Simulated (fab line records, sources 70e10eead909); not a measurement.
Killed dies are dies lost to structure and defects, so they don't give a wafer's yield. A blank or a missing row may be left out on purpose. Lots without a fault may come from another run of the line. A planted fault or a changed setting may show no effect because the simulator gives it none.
Which tool did it? | flow nand_harc | 23 lots, 69 wafers sampled, at 6 steps of a route of 1159

WHAT THE GAUGES READ, wafer by wafer
NHARC_A_CHANNEL_HOLE_D1_INSPECT_40.
lot  | measured     | on                | raw_defect_count
L074 | day 8 08:28  | defect_inspect-02 | 78 49 61
L075 | day 9 01:09  | defect_inspect-02 | 46 31 38
L076 | day 9 00:07  | defect_inspect-02 | 60 41 57
L078 | day 9 12:28  | defect_inspect-01 | 47 61 65
L077 | day 9 12:22  | defect_inspect-02 | 51 26 44
L079 | day 9 19:44  | defect_inspect-01 | 58 50 48
L080 | day 10 08:50 | defect_inspect-01 | 40 48 44
L081 | day 10 13:46 | defect_inspect-01 | 54 75 71
L083 | day 11 03:55 | defect_inspect-01 | 65 59 60
L084 | day 11 02:30 | defect_inspect-01 | 41 43 46
L087 | day 11 19:17 | defect_inspect-02 | 86 59 67
L088 | day 11 18:47 | defect_inspect-02 | 61 64 72
L086 | day 11 22:58 | defect_inspect-01 | 36 46 51
L085 | day 12 02:28 | defect_inspect-01 | 82 59 65
L090 | day 12 11:58 | defect_inspect-02 | 44 60 52
L089 | day 12 12:45 | defect_inspect-01 | 51 76 49
L091 | day 12 18:47 | defect_inspect-02 | 44 48 67
L092 | day 12 19:17 | defect_inspect-02 | 64 60 59
L094 | day 13 01:20 | defect_inspect-02 | 66 58 67
L093 | day 13 00:28 | defect_inspect-02 | 69 46 56
L095 | day 13 18:31 | defect_inspect-01 | 76 82 102
L096 | day 13 19:46 | defect_inspect-01 | 47 53 70
L097 | day 14 12:02 | defect_inspect-01 | 96 92 77

WHICH TOOL RAN EACH LOT (tool, then ch and the chambers of the sampled wafers, then the start)
lot  | NHARC_A_ZERO_WELL_DESCUM_12        | NHARC_A_CHANNEL_HOLE_D1_ETCH_20  | NHARC_A_CHANNEL_HOLE_D1_ETCH_21  | NHARC_A_CHANNEL_HOLE_D1_ETCH_26  | NHARC_A_CHANNEL_HOLE_D1_XSEM_31
L074 | rie_diel-05 ch 0,1,2, day 6 10:26  | har_etch-02 ch 0,1, day 8 02:53  | har_etch-02 ch 0,1, day 8 03:11  | har_etch-02 ch 0,1, day 8 06:31  | xsem-01 ch 0, day 8 08:22
L075 | rie_diel-11 ch 1,2,3, day 6 22:46  | har_etch-02 ch 0,1, day 8 19:35  | har_etch-02 ch 0,1, day 8 19:55  | har_etch-02 ch 0,1, day 8 23:13  | xsem-02 ch 0, day 9 01:03
L076 | rie_diel-05 ch 1,2, day 7 00:41    | har_etch-01 ch 0,1, day 8 18:33  | har_etch-01 ch 0,1, day 8 18:52  | har_etch-01 ch 0,1, day 8 22:12  | xsem-01 ch 0, day 9 00:02
L078 | rie_diel-05 ch 0,2,3, day 7 12:08  | har_etch-01 ch 0,1, day 9 06:53  | har_etch-01 ch 0,1, day 9 07:12  | har_etch-01 ch 0,1, day 9 10:33  | xsem-02 ch 0, day 9 12:23
L077 | rie_diel-05 ch 1,2,3, day 7 13:53  | har_etch-02 ch 0,1, day 9 06:44  | har_etch-02 ch 0,1, day 9 07:02  | har_etch-02 ch 0,1, day 9 10:25  | xsem-01 ch 0, day 9 12:16
L079 | rie_diel-11 ch 0,1,2, day 7 21:43  | har_etch-02 ch 0,1, day 9 14:07  | har_etch-02 ch 0,1, day 9 14:26  | har_etch-02 ch 0,1, day 9 17:47  | xsem-01 ch 0, day 9 19:38
L080 | rie_diel-05 ch 0,2,3, day 8 09:06  | har_etch-02 ch 0,1, day 10 02:59 | har_etch-02 ch 0,1, day 10 03:22 | har_etch-02 ch 0,1, day 10 06:39 | xsem-02 ch 0, day 10 08:44
L081 | rie_diel-11 ch 2,3, day 8 14:14    | har_etch-01 ch 0,1, day 10 08:11 | har_etch-01 ch 0,1, day 10 08:31 | har_etch-01 ch 0,1, day 10 11:50 | xsem-02 ch 0, day 10 13:38
L083 | rie_diel-05 ch 0,2,3, day 9 01:09  | har_etch-01 ch 0,1, day 10 22:19 | har_etch-01 ch 0,1, day 10 22:38 | har_etch-01 ch 0,1, day 11 01:59 | xsem-02 ch 0, day 11 03:49
L084 | rie_diel-05 ch 1,2,3, day 9 03:38  | har_etch-02 ch 0,1, day 10 20:58 | har_etch-02 ch 0,1, day 10 21:19 | har_etch-02 ch 0,1, day 11 00:35 | xsem-01 ch 0, day 11 02:24
L087 | rie_diel-10 ch 0,2,3, day 9 15:22  | har_etch-01 ch 0,1, day 11 13:20 | har_etch-01 ch 0,1, day 11 13:40 | har_etch-01 ch 0,1, day 11 17:01 | xsem-02 ch 0, day 11 19:11
L088 | rie_diel-10 ch 1,2,3, day 9 15:34  | har_etch-02 ch 0,1, day 11 13:10 | har_etch-02 ch 0,1, day 11 13:29 | har_etch-02 ch 0,1, day 11 16:51 | xsem-01 ch 0, day 11 18:41
L086 | rie_diel-10 ch 0,3, day 9 16:32    | har_etch-02 ch 0,1, day 11 17:27 | har_etch-02 ch 0,1, day 11 17:48 | har_etch-02 ch 0,1, day 11 21:05 | xsem-01 ch 0, day 11 22:52
L085 | rie_diel-05 ch 0,3, day 10 01:01   | har_etch-01 ch 0,1, day 11 20:58 | har_etch-01 ch 0,1, day 11 21:19 | har_etch-01 ch 0,1, day 12 00:36 | xsem-02 ch 0, day 12 02:23
L090 | rie_diel-11 ch 0,2,3, day 10 12:20 | har_etch-02 ch 0,1, day 12 06:29 | har_etch-02 ch 0,1, day 12 06:50 | har_etch-02 ch 0,1, day 12 10:06 | xsem-01 ch 0, day 12 11:53
L089 | rie_diel-10 ch 0,1,3, day 10 13:09 | har_etch-01 ch 0,1, day 12 07:07 | har_etch-01 ch 0,1, day 12 07:26 | har_etch-01 ch 0,1, day 12 10:48 | xsem-02 ch 0, day 12 12:39
L091 | rie_diel-10 ch 0,1, day 10 22:10   | har_etch-02 ch 0,1, day 12 13:14 | har_etch-02 ch 0,1, day 12 13:34 | har_etch-02 ch 0,1, day 12 16:53 | xsem-01 ch 0, day 12 18:41
L092 | rie_diel-05 ch 0,1,2, day 10 23:50 | har_etch-01 ch 0,1, day 12 13:44 | har_etch-01 ch 0,1, day 12 14:04 | har_etch-01 ch 0,1, day 12 17:23 | xsem-02 ch 0, day 12 19:11
L094 | rie_diel-10 ch 0,1,3, day 11 02:59 | har_etch-01 ch 0,1, day 12 19:49 | har_etch-01 ch 0,1, day 12 20:08 | har_etch-01 ch 0,1, day 12 23:27 | xsem-02 ch 0, day 13 01:15
L093 | rie_diel-05 ch 0,1,3, day 11 03:55 | har_etch-02 ch 0,1, day 12 18:56 | har_etch-02 ch 0,1, day 12 19:16 | har_etch-02 ch 0,1, day 12 22:35 | xsem-01 ch 0, day 13 00:22
L095 | rie_diel-05 ch 0,3, day 11 18:37   | har_etch-01 ch 0,1, day 13 13:03 | har_etch-01 ch 0,1, day 13 13:25 | har_etch-01 ch 0,1, day 13 16:40 | xsem-01 ch 0, day 13 18:26
L096 | rie_diel-05 ch 1,2,3, day 11 19:42 | har_etch-02 ch 0,1, day 13 14:11 | har_etch-02 ch 0,1, day 13 14:30 | har_etch-02 ch 0,1, day 13 17:51 | xsem-01 ch 0, day 13 19:41
L097 | rie_diel-05 ch 0,1,2, day 12 10:03 | har_etch-02 ch 0,1, day 14 06:24 | har_etch-02 ch 0,1, day 14 06:43 | har_etch-02 ch 0,1, day 14 10:06 | xsem-02 ch 0, day 14 11:57
- NHARC_A_ZERO_WELL_DESCUM_12: chemistry O2, time 3 s.
- NHARC_A_CHANNEL_HOLE_D1_ETCH_20: etches the open film in C4F8/O2/Ar, time 361.9 s, target depth 1600 nm.
- NHARC_A_CHANNEL_HOLE_D1_ETCH_21: etches the open film in C4F8/O2/Ar, time 514.3 s, target depth 1600 nm.
- NHARC_A_CHANNEL_HOLE_D1_ETCH_26: etches the open film in C4F8/O2/Ar, time 224.1 s, target depth 300 nm.
- NHARC_A_CHANNEL_HOLE_D1_XSEM_31

WHAT THE TOOLS THEMSELVES READ (means of the sampled wafers that have a number; where no wafer has one, the mark that the record gives instead)
NHARC_A_ZERO_WELL_DESCUM_12.
lot  | tool        | chamber_pressure_mTorr (mTorr) | drypump_motor_current_A (A) | oes_product_au (a.u.) | rf_vpp_V (V) | showerhead_plenum_p_Torr (Torr) | throttle_valve_pct (%)
L074 | rie_diel-05 | 60.05                          | 5.7                         | 0.999                 | 58.7         | 1.99                            | 11.301
L075 | rie_diel-11 | 59.98                          | 6.0                         | 1.011                 | 58.3         | 1.98                            | 11.304
L076 | rie_diel-05 | 60.02                          | 5.6                         | 1.004                 | 59.0         | 2.02                            | 11.311
L078 | rie_diel-05 | 59.99                          | 5.6                         | 1.003                 | 57.6         | 1.93                            | 11.306
L077 | rie_diel-05 | 60.03                          | 5.5                         | 0.997                 | 58.1         | 1.93                            | 11.305
L079 | rie_diel-11 | 59.99                          | 5.6                         | 1.005                 | 57.6         | 1.96                            | 11.305
L080 | rie_diel-05 | 59.98                          | 5.6                         | 1.004                 | 57.8         | 1.93                            | 11.316
L081 | rie_diel-11 | 59.96                          | 6.0                         | 1.007                 | 58.1         | 2.06                            | 11.315
L083 | rie_diel-05 | 59.95                          | 5.6                         | 1.003                 | 58.0         | 1.93                            | 11.310
L084 | rie_diel-05 | 60.02                          | 5.5                         | 1.003                 | 57.8         | 1.93                            | 11.315
L087 | rie_diel-10 | 59.98                          | 5.7                         | 0.995                 | 58.6         | 1.91                            | 11.316
L088 | rie_diel-10 | 59.99                          | 5.7                         | 0.998                 | 58.9         | 1.95                            | 11.306
L086 | rie_diel-10 | 59.96                          | 5.7                         | 0.995                 | 57.5         | 1.84                            | 11.312
L085 | rie_diel-05 | 60.06                          | 5.6                         | 1.010                 | 58.0         | 1.84                            | 11.320
L090 | rie_diel-11 | 60.00                          | 5.9                         | 1.006                 | 58.6         | 2.03                            | 11.311
L089 | rie_diel-10 | 59.97                          | 5.6                         | 0.991                 | 57.2         | 1.87                            | 11.304
L091 | rie_diel-10 | 60.00                          | 5.3                         | 0.997                 | 58.0         | 1.87                            | 11.305
L092 | rie_diel-05 | 60.01                          | 5.8                         | 1.011                 | 57.9         | 1.99                            | 11.311
L094 | rie_diel-10 | 59.98                          | 5.6                         | 0.996                 | 57.4         | 1.87                            | 11.310
L093 | rie_diel-05 | 60.02                          | 5.7                         | 1.003                 | 57.6         | 1.90                            | 11.310
L095 | rie_diel-05 | 59.99                          | 5.8                         | 1.003                 | 57.2         | 1.90                            | 11.315
L096 | rie_diel-05 | 60.04                          | 5.5                         | 1.005                 | 58.4         | 1.93                            | 11.302
L097 | rie_diel-05 | 59.94                          | 5.7                         | 1.007                 | 58.2         | 1.99                            | 11.313

NHARC_A_CHANNEL_HOLE_D1_ETCH_20.
lot  | tool        | chamber_pressure_mTorr (mTorr) | drypump_motor_current_A (A) | showerhead_plenum_p_Torr (Torr) | throttle_valve_pct (%)
L074 | har_etch-02 | 20.014                         | 5.9                         | 3.88                            | 32.157
L075 | har_etch-02 | 20.010                         | 5.9                         | 3.87                            | 32.151
L076 | har_etch-01 | 19.996                         | 6.1                         | 3.74                            | 32.154
L078 | har_etch-01 | 19.983                         | 5.7                         | 3.78                            | 32.156
L077 | har_etch-02 | 20.012                         | 6.0                         | 3.87                            | 32.147
L079 | har_etch-02 | 20.019                         | 5.9                         | 3.87                            | 32.155
L080 | har_etch-02 | 20.013                         | 6.1                         | 3.86                            | 32.160
L081 | har_etch-01 | 19.998                         | 6.1                         | 3.73                            | 32.151
L083 | har_etch-01 | 19.997                         | 6.1                         | 3.73                            | 32.165
L084 | har_etch-02 | 19.995                         | 6.0                         | 3.86                            | 32.154
L087 | har_etch-01 | 20.000                         | 5.7                         | 3.76                            | 32.151
L088 | har_etch-02 | 20.024                         | 6.0                         | 3.85                            | 32.159
L086 | har_etch-02 | 19.992                         | 5.9                         | 3.85                            | 32.148
L085 | har_etch-01 | 20.010                         | 6.2                         | 3.72                            | 32.157
L090 | har_etch-02 | 20.005                         | 6.0                         | 3.85                            | 32.149
L089 | har_etch-01 | 20.012                         | 5.7                         | 3.76                            | 32.150
L091 | har_etch-02 | 20.000                         | 6.1                         | 3.85                            | 32.162
L092 | har_etch-01 | 19.994                         | 6.2                         | 3.71                            | 32.154
L094 | har_etch-01 | 19.991                         | 5.7                         | 3.75                            | 32.162
L093 | har_etch-02 | 19.995                         | 6.1                         | 3.84                            | 32.153
L095 | har_etch-01 | 19.996                         | 6.1                         | 3.71                            | 32.160
L096 | har_etch-02 | 20.012                         | 5.9                         | 3.84                            | 32.155
L097 | har_etch-02 | 20.013                         | 6.0                         | 3.84                            | 32.154

NHARC_A_CHANNEL_HOLE_D1_ETCH_21.
lot  | tool        | chamber_pressure_mTorr (mTorr) | drypump_motor_current_A (A) | showerhead_plenum_p_Torr (Torr) | throttle_valve_pct (%)
L074 | har_etch-02 | 20.015                         | 5.9                         | 3.88                            | 32.156
L075 | har_etch-02 | 20.001                         | 5.9                         | 3.87                            | 32.161
L076 | har_etch-01 | 20.001                         | 6.2                         | 3.74                            | 32.144
L078 | har_etch-01 | 19.996                         | 5.7                         | 3.78                            | 32.164
L077 | har_etch-02 | 19.983                         | 6.0                         | 3.87                            | 32.157
L079 | har_etch-02 | 20.003                         | 5.9                         | 3.87                            | 32.147
L080 | har_etch-02 | 19.979                         | 6.0                         | 3.86                            | 32.150
L081 | har_etch-01 | 20.000                         | 6.1                         | 3.73                            | 32.153
L083 | har_etch-01 | 19.999                         | 6.2                         | 3.73                            | 32.149
L084 | har_etch-02 | 19.997                         | 6.0                         | 3.86                            | 32.156
L087 | har_etch-01 | 20.009                         | 5.7                         | 3.76                            | 32.159
L088 | har_etch-02 | 20.014                         | 6.0                         | 3.85                            | 32.149
L086 | har_etch-02 | 20.005                         | 5.9                         | 3.85                            | 32.157
L085 | har_etch-01 | 19.990                         | 6.2                         | 3.72                            | 32.149
L090 | har_etch-02 | 20.000                         | 6.0                         | 3.85                            | 32.161
L089 | har_etch-01 | 19.995                         | 5.7                         | 3.76                            | 32.160
L091 | har_etch-02 | 19.993                         | 6.0                         | 3.85                            | 32.145
L092 | har_etch-01 | 20.001                         | 6.1                         | 3.71                            | 32.155
L094 | har_etch-01 | 20.001                         | 5.7                         | 3.75                            | 32.148
L093 | har_etch-02 | 19.980                         | 6.1                         | 3.84                            | 32.151
L095 | har_etch-01 | 19.998                         | 6.1                         | 3.71                            | 32.148
L096 | har_etch-02 | 19.997                         | 5.9                         | 3.84                            | 32.154
L097 | har_etch-02 | 20.007                         | 6.0                         | 3.84                            | 32.156

NHARC_A_CHANNEL_HOLE_D1_ETCH_26.
lot  | tool        | chamber_pressure_mTorr (mTorr) | drypump_motor_current_A (A) | showerhead_plenum_p_Torr (Torr) | throttle_valve_pct (%)
L074 | har_etch-02 | 30.00                          | 5.9                         | 3.93                            | 24.588
L075 | har_etch-02 | 30.01                          | 5.9                         | 3.92                            | 24.586
L076 | har_etch-01 | 29.98                          | 6.2                         | 3.78                            | 24.585
L078 | har_etch-01 | 30.00                          | 5.7                         | 3.83                            | 24.585
L077 | har_etch-02 | 30.03                          | 6.0                         | 3.92                            | 24.586
L079 | har_etch-02 | 29.97                          | 5.9                         | 3.92                            | 24.584
L080 | har_etch-02 | 29.99                          | 6.0                         | 3.92                            | 24.581
L081 | har_etch-01 | 30.01                          | 6.2                         | 3.77                            | 24.585
L083 | har_etch-01 | 30.00                          | 6.2                         | 3.77                            | 24.579
L084 | har_etch-02 | 30.00                          | 6.0                         | 3.91                            | 24.584
L087 | har_etch-01 | 30.00                          | 5.7                         | 3.81                            | 24.586
L088 | har_etch-02 | 29.96                          | 6.1                         | 3.91                            | 24.585
L086 | har_etch-02 | 29.99                          | 5.9                         | 3.90                            | 24.590
L085 | har_etch-01 | 30.00                          | 6.2                         | 3.76                            | 24.574
L090 | har_etch-02 | 29.99                          | 6.0                         | 3.90                            | 24.593
L089 | har_etch-01 | 30.00                          | 5.7                         | 3.81                            | 24.584
L091 | har_etch-02 | 29.98                          | 6.1                         | 3.90                            | 24.583
L092 | har_etch-01 | 30.02                          | 6.1                         | 3.76                            | 24.596
L094 | har_etch-01 | 29.95                          | 5.7                         | 3.80                            | 24.576
L093 | har_etch-02 | 29.97                          | 6.1                         | 3.90                            | 24.578
L095 | har_etch-01 | 30.03                          | 6.2                         | 3.75                            | 24.587
L096 | har_etch-02 | 30.02                          | 5.9                         | 3.89                            | 24.587
L097 | har_etch-02 | 30.01                          | 6.1                         | 3.89                            | 24.582

NHARC_A_CHANNEL_HOLE_D1_XSEM_31.
lot  | tool    | bot_cd_nm (nm) | bow_nm (nm) | tilt_deg (degrees)
L074 | xsem-01 | 73.4           | 8.71        | 0.09
L075 | xsem-02 | 73.2           | 8.61        | 0.12
L076 | xsem-01 | 74.9           | 8.31        | 0.13
L078 | xsem-02 | 76.6           | 8.90        | 0.10
L077 | xsem-01 | 73.9           | 9.10        | 0.06
L079 | xsem-01 | 75.5           | 8.82        | 0.10
L080 | xsem-02 | 75.7           | 8.95        | 0.03
L081 | xsem-02 | 75.2           | 8.94        | 0.03
L083 | xsem-02 | 76.0           | 9.08        | 0.07
L084 | xsem-01 | 75.1           | 8.46        | 0.10
L087 | xsem-02 | 74.2           | 8.75        | 0.14
L088 | xsem-01 | 73.3           | 9.15        | 0.12
L086 | xsem-01 | 76.8           | 8.22        | 0.06
L085 | xsem-02 | 75.1           | 9.05        | 0.10
L090 | xsem-01 | 75.1           | 8.91        | 0.02
L089 | xsem-02 | 74.2           | 8.41        | 0.03
L091 | xsem-01 | 75.5           | 8.45        | -0.03
L092 | xsem-02 | 73.9           | 8.47        | 0.09
L094 | xsem-02 | 73.8           | 8.27        | 0.11
L093 | xsem-01 | 74.9           | 9.21        | 0.02
L095 | xsem-01 | 76.0           | 9.13        | 0.05
L096 | xsem-01 | 74.1           | 8.56        | 0.01
L097 | xsem-02 | 74.1           | 8.90        | 0.14

THE ANSWER, worked out from the rows above alone
Rule: what is usual is taken from the lots themselves. Put in order of their means at a reading, lots are off if they are a third of the lots or fewer, leave a main group of 4 or more, and stand apart from it by a gap of 3 or more times the standard deviation of the main group's means; of several such gaps the widest counts. A main group whose means are all the same, to the digits that the tables above print for the reading, isn't used. A lot without any number at a reading at which 4 lots or more have one is off too. The other lots that the step has rows for count as sound. The gauges are gone through in route order, then the tools' own readings, and for those a lot's mean is taken as printed above. The first step at which some lot is off is used, and at that step the reading that is off furthest; a lot without a number counts as furthest.
No lot is off at any reading shown: from this, nothing can be told.

WHAT THE SIMULATOR HAD PUT IN
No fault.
